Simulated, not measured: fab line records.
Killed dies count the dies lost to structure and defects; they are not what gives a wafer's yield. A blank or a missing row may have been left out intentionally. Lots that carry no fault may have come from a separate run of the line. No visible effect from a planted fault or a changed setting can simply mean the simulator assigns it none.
The tool behind it: which one? :: flow n5_finfet :: 10 lots, 30 wafers sampled, at 5 steps of a route of 1938

WHAT EACH GAUGE READ, for each wafer
N5_BEOL_M4_RC_MEAS_101. Usual: DIBL_N 36.3 mV/V, standard deviation 2; DIBL_P 36.3 mV/V, standard deviation 2.4; IOFF_N 0.16 nA/um, standard deviation 0.034; IOFF_P 0.21 nA/um, standard deviation 0.035; ION_N 672 uA/um, standard deviation 12; ION_P 459 uA/um, standard deviation 6.5; SS_N 71.6 mV/dec, standard deviation 0.67; SS_P 73.3 mV/dec, standard deviation 0.71; VT_N 250 mV, standard deviation 3.5; VT_P -251 mV, standard deviation 3.
lot: L153
measured: day 8 00:26
on: prober-02
DIBL_N (mV/V): 35.2 37.8 35.8
DIBL_P (mV/V): 33.4 36.8 34.4
IOFF_N (nA/um): 0.12 0.17 0.14
IOFF_P (nA/um): 0.18 0.23 0.19
ION_N (uA/um): 658 676 672
ION_P (uA/um): 453 464 459
SS_N (mV/dec): 71.4 71.9 71.5
SS_P (mV/dec): 72.0 73.4 72.6
VT_N (mV): 252 248 252
VT_P (mV): -254 -248 -250
flag: 

lot: L154
measured: day 8 03:04
on: prober-01
DIBL_N (mV/V): 35.5 35.7 34.9
DIBL_P (mV/V): 35.7 35.9 34.7
IOFF_N (nA/um): 0.15 0.15 0.13
IOFF_P (nA/um): 0.20 0.21 0.19
ION_N (uA/um): 662 661 655
ION_P (uA/um): 458 459 450
SS_N (mV/dec): 71.6 71.4 71.9
SS_P (mV/dec): 73.3 72.8 72.6
VT_N (mV): 250 254 251
VT_P (mV): -251 -251 -251
flag: 

lot: L156
measured: day 8 16:58
on: prober-02
DIBL_N (mV/V): 35.0 33.2 33.3
DIBL_P (mV/V): 34.4 31.5 32.3
IOFF_N (nA/um): 0.14 0.10 0.11
IOFF_P (nA/um): 0.18 0.13 0.15
ION_N (uA/um): 666 647 650
ION_P (uA/um): 453 440 452
SS_N (mV/dec): 71.1 70.8 70.9
SS_P (mV/dec): 73.2 72.8 72.7
VT_N (mV): 249 256 256
VT_P (mV): -254 -256 -253
flag: 

lot: L159
measured: day 9 08:29
on: prober-01
DIBL_N (mV/V): 34.8 36.4 36.4
DIBL_P (mV/V): 35.7 37.8 36.9
IOFF_N (nA/um): 0.14 0.16 0.17
IOFF_P (nA/um): 0.19 0.22 0.21
ION_N (uA/um): 674 675 680
ION_P (uA/um): 460 467 458
SS_N (mV/dec): 71.6 71.6 70.6
SS_P (mV/dec): 72.7 73.9 73.1
VT_N (mV): 251 249 247
VT_P (mV): -250 -249 -251
flag: 

lot: L160
measured: day 10 03:58
on: prober-02
DIBL_N (mV/V): 31.6 33.2 33.5
DIBL_P (mV/V): 31.6 33.4 34.0
IOFF_N (nA/um): 0.11 0.13 0.14
IOFF_P (nA/um): 0.16 0.18 0.20
ION_N (uA/um): 650 660 668
ION_P (uA/um): 451 457 458
SS_N (mV/dec): 71.4 70.7 71.6
SS_P (mV/dec): 72.7 72.2 73.1
VT_N (mV): 258 252 251
VT_P (mV): -253 -251 -248
flag: 

lot: L168
measured: day 12 22:51
on: prober-01
DIBL_N (mV/V): 33.0 36.1 35.6
DIBL_P (mV/V): 33.7 36.9 36.2
IOFF_N (nA/um): 0.12 0.17 0.15
IOFF_P (nA/um): 0.18 0.23 0.22
ION_N (uA/um): 658 656 669
ION_P (uA/um): 457 454 455
SS_N (mV/dec): 71.0 71.5 71.2
SS_P (mV/dec): 72.3 73.2 73.1
VT_N (mV): 253 250 250
VT_P (mV): -250 -248 -251
flag: 

lot: L167
measured: day 13 00:21
on: prober-01
DIBL_N (mV/V): 40.2 37.9 37.9
DIBL_P (mV/V): 39.4 37.2 36.3
IOFF_N (nA/um): 0.22 0.17 0.16
IOFF_P (nA/um): 0.27 0.22 0.21
ION_N (uA/um): 683 667 667
ION_P (uA/um): 469 463 457
SS_N (mV/dec): 72.0 71.9 71.3
SS_P (mV/dec): 74.3 74.1 74.1
VT_N (mV): 245 249 251
VT_P (mV): -246 -249 -251
flag: 

lot: L173
measured: day 13 08:12
on: prober-02
DIBL_N (mV/V): 36.1 35.3 33.6
DIBL_P (mV/V): 35.6 35.6 32.8
IOFF_N (nA/um): 0.18 0.17 0.13
IOFF_P (nA/um): 0.19 0.19 0.15
ION_N (uA/um): 695 681 672
ION_P (uA/um): 465 459 451
SS_N (mV/dec): 71.7 71.2 71.2
SS_P (mV/dec): 73.0 72.9 72.8
VT_N (mV): 246 247 252
VT_P (mV): -253 -252 -256
flag: 

lot: L172
measured: day 13 20:22
on: prober-02
DIBL_N (mV/V): 36.9 34.1 39.1
DIBL_P (mV/V): 37.5 33.3 39.4
IOFF_N (nA/um): 0.17 0.12 0.21
IOFF_P (nA/um): 0.21 0.14 0.23
ION_N (uA/um): 678 659 682
ION_P (uA/um): 459 448 458
SS_N (mV/dec): 71.0 70.7 72.3
SS_P (mV/dec): 73.6 72.5 73.4
VT_N (mV): 248 255 246
VT_P (mV): -251 -256 -251
flag: 

lot: L174
measured: day 14 05:52
on: prober-01
DIBL_N (mV/V): 37.9 37.1 40.2
DIBL_P (mV/V): 38.8 37.0 40.1
IOFF_N (nA/um): 0.20 0.18 0.24
IOFF_P (nA/um): 0.25 0.22 0.28
ION_N (uA/um): 699 679 693
ION_P (uA/um): 473 463 469
SS_N (mV/dec): 72.3 71.9 72.8
SS_P (mV/dec): 74.4 73.8 74.6
VT_N (mV): 245 246 243
VT_P (mV): -248 -249 -250
flag: 

WHICH TOOL RAN EACH LOT (tool, then ch and the chambers of the sampled wafers, then the start)
lot: L153
N5_BEOL_M4_ANNEAL_82: pvd_sputter-02, day 7 22:05
N5_BEOL_M4_SPUTTER_88: pvd_sputter-02, day 7 22:27
N5_BEOL_M4_ANNEAL_89: pvd_sputter-02, day 7 22:32
N5_BEOL_M4_CO_CAP_55: cvd_co-01 ch 1,2, day 8 00:12

lot: L154
N5_BEOL_M4_ANNEAL_82: pvd_sputter-03, day 8 00:25
N5_BEOL_M4_SPUTTER_88: pvd_sputter-03, day 8 00:46
N5_BEOL_M4_ANNEAL_89: pvd_sputter-03, day 8 00:51
N5_BEOL_M4_CO_CAP_55: cvd_co-01 ch 0,1,2, day 8 02:31

lot: L156
N5_BEOL_M4_ANNEAL_82: pvd_sputter-01, day 8 13:56
N5_BEOL_M4_SPUTTER_88: pvd_sputter-01, day 8 14:17
N5_BEOL_M4_ANNEAL_89: pvd_sputter-01, day 8 14:22
N5_BEOL_M4_CO_CAP_55: cvd_co-01 ch 1,2, day 8 16:25

lot: L159
N5_BEOL_M4_ANNEAL_82: pvd_sputter-01, day 9 06:09
N5_BEOL_M4_SPUTTER_88: pvd_sputter-01, day 9 06:31
N5_BEOL_M4_ANNEAL_89: pvd_sputter-01, day 9 06:35
N5_BEOL_M4_CO_CAP_55: cvd_co-01 ch 0,2, day 9 08:16

lot: L160
N5_BEOL_M4_ANNEAL_82: pvd_sputter-03, day 10 01:27
N5_BEOL_M4_SPUTTER_88: pvd_sputter-03, day 10 01:49
N5_BEOL_M4_ANNEAL_89: pvd_sputter-03, day 10 01:53
N5_BEOL_M4_CO_CAP_55: cvd_co-01 ch 1,2, day 10 03:33

lot: L168
N5_BEOL_M4_ANNEAL_82: pvd_sputter-03, day 12 20:02
N5_BEOL_M4_SPUTTER_88: pvd_sputter-03, day 12 20:24
N5_BEOL_M4_ANNEAL_89: pvd_sputter-03, day 12 20:29
N5_BEOL_M4_CO_CAP_55: cvd_co-01 ch 0,1,2, day 12 22:11

lot: L167
N5_BEOL_M4_ANNEAL_82: pvd_sputter-02, day 12 21:52
N5_BEOL_M4_SPUTTER_88: pvd_sputter-02, day 12 22:13
N5_BEOL_M4_ANNEAL_89: pvd_sputter-02, day 12 22:18
N5_BEOL_M4_CO_CAP_55: cvd_co-01 ch 1,2, day 12 23:58

lot: L173
N5_BEOL_M4_ANNEAL_82: pvd_sputter-01, day 13 05:46
N5_BEOL_M4_SPUTTER_88: pvd_sputter-01, day 13 06:08
N5_BEOL_M4_ANNEAL_89: pvd_sputter-01, day 13 06:13
N5_BEOL_M4_CO_CAP_55: cvd_co-01 ch 0,1,2, day 13 07:58

lot: L172
N5_BEOL_M4_ANNEAL_82: pvd_sputter-03, day 13 17:52
N5_BEOL_M4_SPUTTER_88: pvd_sputter-03, day 13 18:14
N5_BEOL_M4_ANNEAL_89: pvd_sputter-03, day 13 18:19
N5_BEOL_M4_CO_CAP_55: cvd_co-01 ch 0,1,2, day 13 19:59

lot: L174
N5_BEOL_M4_ANNEAL_82: pvd_sputter-01, day 14 03:17
N5_BEOL_M4_SPUTTER_88: pvd_sputter-01, day 14 03:38
N5_BEOL_M4_ANNEAL_89: pvd_sputter-01, day 14 03:43
N5_BEOL_M4_CO_CAP_55: cvd_co-01 ch 0,1,2, day 14 05:38
- N5_BEOL_M4_ANNEAL_82: time 240 s.
- N5_BEOL_M4_SPUTTER_88: material Cu, target thk 4.5 nm, time 8.29 s.
- N5_BEOL_M4_ANNEAL_89: time 240 s.
- N5_BEOL_M4_CO_CAP_55: material Co, precursor CCTBA/H2, target thk 2 nm, time 102.1 s.

AS READ BY THE TOOLS THEMSELVES (means over the sampled wafers that have a number; for cases with no such wafer, the mark the record gives instead)
N5_BEOL_M4_ANNEAL_82. Usual: heater_power_w 833 W, standard deviation 77; susceptor_temp_C_max 401.0, standard deviation 0.32.
lot: L153
tool: pvd_sputter-02
heater_power_w (W): 836
susceptor_temp_C_max: 401.1
flag: 

lot: L154
tool: pvd_sputter-03
heater_power_w (W): 810
susceptor_temp_C_max: 401.1
flag: 

lot: L156
tool: pvd_sputter-01
heater_power_w (W): 871
susceptor_temp_C_max: 400.9
flag: 

lot: L159
tool: pvd_sputter-01
heater_power_w (W): 818
susceptor_temp_C_max: 401.2
flag: 

lot: L160
tool: pvd_sputter-03
heater_power_w (W): 809
susceptor_temp_C_max: 401.0
flag: 

lot: L168
tool: pvd_sputter-03
heater_power_w (W): 856
susceptor_temp_C_max: 400.6
flag: 

lot: L167
tool: pvd_sputter-02
heater_power_w (W): 878
susceptor_temp_C_max: 400.8
flag: 

lot: L173
tool: pvd_sputter-01
heater_power_w (W): 792
susceptor_temp_C_max: 400.9
flag: 

lot: L172
tool: pvd_sputter-03
heater_power_w (W): 776
susceptor_temp_C_max: 400.7
flag: 

lot: L174
tool: pvd_sputter-01
heater_power_w (W): 873
susceptor_temp_C_max: 401.0
flag: 

N5_BEOL_M4_SPUTTER_88. Usual: throttle_valve_pct 30.2 %, standard deviation 0.97.
lot: L153
tool: pvd_sputter-02
throttle_valve_pct (%): 29.9
flag: 

lot: L154
tool: pvd_sputter-03
throttle_valve_pct (%): 29.2
flag: 

lot: L156
tool: pvd_sputter-01
throttle_valve_pct (%): 30.7
flag: 

lot: L159
tool: pvd_sputter-01
throttle_valve_pct (%): 30.0
flag: 

lot: L160
tool: pvd_sputter-03
throttle_valve_pct (%): 30.1
flag: 

lot: L168
tool: pvd_sputter-03
throttle_valve_pct (%): 29.6
flag: 

lot: L167
tool: pvd_sputter-02
throttle_valve_pct (%): 30.6
flag: 

lot: L173
tool: pvd_sputter-01
throttle_valve_pct (%): 30.7
flag: 

lot: L172
tool: pvd_sputter-03
throttle_valve_pct (%): 30.5
flag: 

lot: L174
tool: pvd_sputter-01
throttle_valve_pct (%): 30.7
flag: 

N5_BEOL_M4_ANNEAL_89. Usual: heater_power_w 835 W, standard deviation 79; susceptor_temp_C_max 401.0, standard deviation 0.35.
lot: L153
tool: pvd_sputter-02
heater_power_w (W): 847
susceptor_temp_C_max: 401.2
flag: 

lot: L154
tool: pvd_sputter-03
heater_power_w (W): 791
susceptor_temp_C_max: 400.8
flag: 

lot: L156
tool: pvd_sputter-01
heater_power_w (W): 874
susceptor_temp_C_max: 400.9
flag: 

lot: L159
tool: pvd_sputter-01
heater_power_w (W): 814
susceptor_temp_C_max: 401.1
flag: 

lot: L160
tool: pvd_sputter-03
heater_power_w (W): 817
susceptor_temp_C_max: 401.0
flag: 

lot: L168
tool: pvd_sputter-03
heater_power_w (W): 854
susceptor_temp_C_max: 401.3
flag: 

lot: L167
tool: pvd_sputter-02
heater_power_w (W): 889
susceptor_temp_C_max: 400.8
flag: 

lot: L173
tool: pvd_sputter-01
heater_power_w (W): 802
susceptor_temp_C_max: 400.8
flag: 

lot: L172
tool: pvd_sputter-03
heater_power_w (W): 778
susceptor_temp_C_max: 400.7
flag: 

lot: L174
tool: pvd_sputter-01
heater_power_w (W): 870
susceptor_temp_C_max: 401.0
flag: 

N5_BEOL_M4_CO_CAP_55. Usual: heater_power_w 235 W, standard deviation 9.2; run_length_s 125.2 s, standard deviation 0.34.
lot: L153
tool: cvd_co-01
heater_power_w (W): 235
run_length_s (s): 125.3
flag: 

lot: L154
tool: cvd_co-01
heater_power_w (W): 237
run_length_s (s): 125.2
flag: 

lot: L156
tool: cvd_co-01
heater_power_w (W): 236
run_length_s (s): 125.3
flag: 

lot: L159
tool: cvd_co-01
heater_power_w (W): 242
run_length_s (s): 105.5
flag: OFF

lot: L160
tool: cvd_co-01
heater_power_w (W): 239
run_length_s (s): 105.4
flag: OFF

lot: L168
tool: cvd_co-01
heater_power_w (W): 240
run_length_s (s): 125.2
flag: 

lot: L167
tool: cvd_co-01
heater_power_w (W): 233
run_length_s (s): 125.1
flag: 

lot: L173
tool: cvd_co-01
heater_power_w (W): 238
run_length_s (s): 125.1
flag: 

lot: L172
tool: cvd_co-01
heater_power_w (W): 239
run_length_s (s): 125.1
flag: 

lot: L174
tool: cvd_co-01
heater_power_w (W): 242
run_length_s (s): 125.0
flag: 

THE ANSWER, worked out from the rows above alone
Rule: take the mean of a lot's wafers that have a number; if it is more than 3 standard deviations from the usual mean, the lot is off. Also off: a lot with no number at a reading for which 4 or more lots have one. Any other lot the step has rows for is counted as sound. First the gauges in route order, then the tools' own readings, where a lot's mean is used as printed above. The first step at which some lot is off is used, and at that step the reading that is off furthest; a lot without a number counts as furthest.
Off: L159, L160 (N5_BEOL_M4_CO_CAP_55, run_length_s).
If a tool, at that step or one of the process steps before it, ran each lot that is off and ran no sound lot following the first of them, it fits. None of those tried fits.

WHAT HAD BEEN PUT IN BY THE SIMULATOR
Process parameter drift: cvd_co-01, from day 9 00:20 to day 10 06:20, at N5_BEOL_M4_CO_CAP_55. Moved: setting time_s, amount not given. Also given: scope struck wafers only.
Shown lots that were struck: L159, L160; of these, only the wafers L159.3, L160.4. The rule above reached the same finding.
